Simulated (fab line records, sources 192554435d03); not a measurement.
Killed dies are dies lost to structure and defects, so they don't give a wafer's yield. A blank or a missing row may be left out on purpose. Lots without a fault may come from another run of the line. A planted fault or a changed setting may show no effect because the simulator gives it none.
A struck lot beside a sound one | flow n5_finfet | 23 steps out of a route of 1938
Sound: wafers L118.2, L118.5, L118.6. Struck: wafers L110.3, L110.4, L110.6. The cause comes at the end.
At each step with rows: each side's tool, then ch and its chambers, then its first start. Under that, the readings that differ: sound wafers | struck wafers | difference of the means | sigmas: that difference in standard deviations of wafers without a fault.
alike: readings whose means differ by less than 2 such deviations, and words and numbers that are the same on both sides. not compared: withheld readings, readings that some wafer has no value for, bounds like >300 that may hide the same value, and numbers for which the record gives no deviation and whose values overlap.
The two part at a step that has a row with sigmas, a row that says differs or no value, or rows on one side only. Numbers that don't overlap but have no deviation are shown without sigmas and don't part them. A reading that every wafer of one side lacks parts them only if that side has two wafers or more.

first, 8 steps without rows for these wafers: N5_BEOL_M11_DEVELOP_10 (develop time 30 s); N5_BEOL_M11_DESCUM_16 (chemistry O2, time 7.9 s); N5_BEOL_M11_ETCH_61 (etches SiARC in CF4, target depth 39 nm, time 65 s); N5_BEOL_M11_ETCH_62 (etches SOC in N2/H2, target depth 110 nm, overetch 22 nm, time 165 s); N5_BEOL_M11_STRIP_68 (strips in N2/H2); N5_BEOL_M11_STRIP_67 (strips in CF4); N5_BEOL_M11_HM_OPEN_17 (chemistry Cl2/BCl3, target TiN, target depth 20 nm, overetch 6 nm); N5_BEOL_M11_STRIP_19 (strips in O2).
N5_BEOL_M11_COAT_63: time 60 s, resist thk 100 nm.
  sound on litho_track-03 ch 0, day 15 04:08; struck on litho_track-01 ch 0, day 12 21:02
  reading                                   | sound                | struck               | difference | sigmas
  spin_speed_rpm (rpm)                      | 1499.6 1498.0 1499.1 | 1265.6 1267.1 1266.2 | -232.6     | -99 or more
  model.SOC_of_BEOL_M11_COAT_63.thk_nm (nm) | 99.8 100.2 100       | 108.8 109.2 108.8    | +8.9       |
  alike: plate_temp_C
then, 9 steps without rows for these wafers: N5_BEOL_M11_COAT_64 (time 60 s, resist thk 30 nm); N5_BEOL_M11_COAT_22 (resist thk 90 nm); N5_BEOL_M11_EBR_24; N5_BEOL_M11_SOFTBAKE_23 (time 60 s); N5_BEOL_M11_EXPOSE_25 (exposes mask V10); N5_BEOL_M11_PEB_26 (peb time 60 s); N5_BEOL_M11_DEVELOP_27 (develop time 30 s); N5_BEOL_M11_DESCUM_33 (chemistry O2, time 7.9 s); N5_BEOL_M11_ETCH_65 (etches SiARC in CF4, target depth 39 nm, time 65 s).
N5_BEOL_M11_ETCH_66: etches SOC in N2/H2, target depth 120 nm, overetch 24 nm, time 180 s.
  sound on rie_diel-04 ch 0,1, day 15 04:55; struck on rie_diel-03 ch 1,2,3, day 12 22:14
  reading                  | sound             | struck            | difference | sigmas
  rf_vpp_V (V)             | 520.8 521.7 517.2 | 526.3 523.4 525.5 | +5.2       | +2
  model.etch.depth_nm (nm) | 99.81 100.1 100   | 108.8 109.2 108.9 | +9.0       |
  alike: drypump_motor_current_A, oes_product_au, showerhead_plenum_p_Torr, temp_c, throttle_valve_pct
  not compared: rf_hours_counter_h
then, 1 step without rows for these wafers: N5_BEOL_M11_STRIP_69 (strips in N2/H2).
N5_BEOL_M11_VIA_ETCH_34: etches SiCOH lowk in C4F6/O2, target depth 184.5 nm, time 69.2 s.
  sound on rie_diel-04 ch 0,1, day 15 05:02; struck on rie_diel-03 ch 1,2,3, day 12 22:21
  reading                                   | sound        | struck            | difference | sigmas
  model.SOC_of_BEOL_M11_COAT_63.thk_nm (nm) | 92 92.2 92.2 | 100.8 101.2 100.6 | +8.7       |
  alike: drypump_motor_current_A, oes_product_au, rf_vpp_V, showerhead_plenum_p_Torr, throttle_valve_pct
  not compared: rf_hours_counter_h
then, 1 step without rows for these wafers: N5_BEOL_M11_STRIP_73 (strips in C4F6/O2).
N5_PASSIVATION_PROBE_49:
  the record has rows for the sound wafers here (prober-02, day 17 08:01) and none for the struck ones

WHERE THEY PART
First at N5_BEOL_M11_COAT_63; last, within this record, at N5_PASSIVATION_PROBE_49.

WHY: what the simulator had put in
Process parameter drift: litho_track-01, from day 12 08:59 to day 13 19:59, at N5_BEOL_M11_COAT_63. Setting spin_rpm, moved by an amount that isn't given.
